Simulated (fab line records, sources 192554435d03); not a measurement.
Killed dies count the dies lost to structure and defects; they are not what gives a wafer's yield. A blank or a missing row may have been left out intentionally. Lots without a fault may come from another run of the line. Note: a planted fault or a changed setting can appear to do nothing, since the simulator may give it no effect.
A lot that was struck, set against a sound lot | flow n5_finfet | 36 steps out of a route of 1938
Sound: wafers L534.2, L534.5, L534.6. Struck: wafers L542.3, L542.4. (L542.1 of the same lot was not struck and is left out.) The cause comes at the end.
Order at every step that has rows: each side's tool, ch and its chambers, its first start. Under that, the readings that differ: sound wafers | struck wafers | difference of the means | sigmas: that difference in standard deviations of wafers without a fault.
alike: same words and numbers on both sides, and readings whose means sit less than 2 such deviations apart. not compared: any withheld reading, any reading some wafer has no value for, any bound like >300 that may hide the same value, and any number with overlapping values for which the record gives no deviation.
A row with sigmas, a row that says differs or no value, or rows on one side alone: a step with any of these is where the two part. When numbers do not overlap yet have no deviation, they are printed without sigmas and do not part them. A reading missing from all wafers of one side parts the sides only when that side holds two or more wafers.

first, 8 steps without rows for these wafers: N5_BEOL_M2_ECD_50 (material Cu, target thk 300 nm); N5_BEOL_M2_ANNEAL_51 (time 90 s); N5_BEOL_M2_CMP_52 (polishes, stops on SiOC, t overpolish 6.8 s, target thk 40 nm); N5_BEOL_M2_PRE_CLEAN_60 (time 15 s); N5_BEOL_M2_CO_CAP_55 (material Co, precursor CCTBA/H2, target thk 2 nm, time 102.1 s); N5_BEOL_M2_PRE_CLEAN_56 (time 15 s); N5_BEOL_M2_DEP_57 (deposits SiCN from 3MS/NH3, target thk 8 nm, time 14 s); N5_BEOL_M3_ILD_DEP_00 (deposits SiOC from DEMS/O2, target thk 79 nm, time 15.3 s).
N5_BEOL_M3_PECVD_72: deposits SiO2 from TEOS/O2, target thk 16 nm, time 18 s.
  sound on pecvd-01 ch 0,1, day 9 12:23; struck on pecvd-01 ch 1, day 11 12:53
  reading                                    | sound                | struck        | difference | sigmas
  susceptor_temp_C (C)                       | 399.83 399.79 399.93 | 387.77 387.66 | -12.13     | -53
  model.SiO2_of_BEOL_M3_PECVD_72.thk_nm (nm) | 15.8 16.4 16.4       | 17 17.2       | +1         |
  alike: heater_power_outer_w, heater_power_w, showerhead_plenum_p_Torr, throttle_valve_pct
then, 25 steps without rows for these wafers: N5_BEOL_M3_HM_DEP_02 (deposits TiN, target thk 20 nm); N5_BEOL_M3_COAT_61 (time 60 s, resist thk 60 nm); N5_BEOL_M3_COAT_62 (time 60 s, resist thk 12 nm); N5_BEOL_M3_COAT_73 (time 60 s, resist thk 5 nm); N5_BEOL_M3_COAT_05 (resist thk 30 nm); N5_BEOL_M3_EBR_07; N5_BEOL_M3_SOFTBAKE_06 (time 60 s); N5_BEOL_M3_EXPOSE_08 (exposes mask M3); N5_BEOL_M3_PEB_09 (peb time 60 s); N5_BEOL_M3_DEVELOP_10 (develop time 30 s); N5_BEOL_M3_DESCUM_16 (chemistry O2, time 7 s); N5_BEOL_M3_ETCH_74 (etches underlayer in N2/H2, target depth 6.5 nm, time 5.2 s); N5_BEOL_M3_ETCH_63 (etches SiARC in CF4, target depth 15.6 nm, time 26 s); N5_BEOL_M3_ETCH_64 (etches SOC in N2/H2, target depth 75 nm, overetch 15 nm, time 112.5 s); N5_BEOL_M3_STRIP_65 (strips in N2/H2); N5_BEOL_M3_STRIP_75 (strips in N2/H2); N5_BEOL_M3_STRIP_66 (strips in CF4); N5_BEOL_M3_HM_OPEN_17 (chemistry Cl2/BCl3, target TiN, target depth 20 nm, overetch 6 nm); N5_BEOL_M3_STRIP_19 (strips in O2); N5_BEOL_M3_COAT_67 (time 60 s, resist thk 60 nm); N5_BEOL_M3_COAT_68 (time 60 s, resist thk 12 nm); N5_BEOL_M3_COAT_76 (time 60 s, resist thk 5 nm); N5_BEOL_M3_COAT_22 (resist thk 30 nm); N5_BEOL_M3_EBR_24; N5_BEOL_M3_SOFTBAKE_23 (time 60 s).
N5_BEOL_M3_HM_STRIP_39: strips TiN in peroxide tin strip, target depth 25 nm, time 158 s.
  sound on wet_bench-04 ch 0,6,7, day 10 01:51; struck on wet_bench-06 ch 0,6, day 12 01:56
  reading                                    | sound          | struck  | difference | sigmas
  model.SiO2_of_BEOL_M3_PECVD_72.thk_nm (nm) | 15.8 16.2 16.2 | 16.8 17 | +0.8       |
N5_BEOL_M4_RC_MEAS_101:
  sound on prober-01 ch 0, day 10 15:29; struck on prober-01 ch 0, day 12 19:35
  alike: DIBL_N, DIBL_P, IOFF_N, IOFF_P, ION_N, ION_P, SS_N, SS_P, VT_N, VT_P

## WHERE THEY PART
At N5_BEOL_M3_PECVD_72 and nowhere else, as far as this record goes. Later steps at which nothing parts them and some readings are alike: N5_BEOL_M4_RC_MEAS_101.

WHY: whatever the simulator had introduced
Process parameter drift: pecvd-01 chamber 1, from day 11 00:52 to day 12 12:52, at N5_BEOL_M3_PECVD_72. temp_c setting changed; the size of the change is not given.
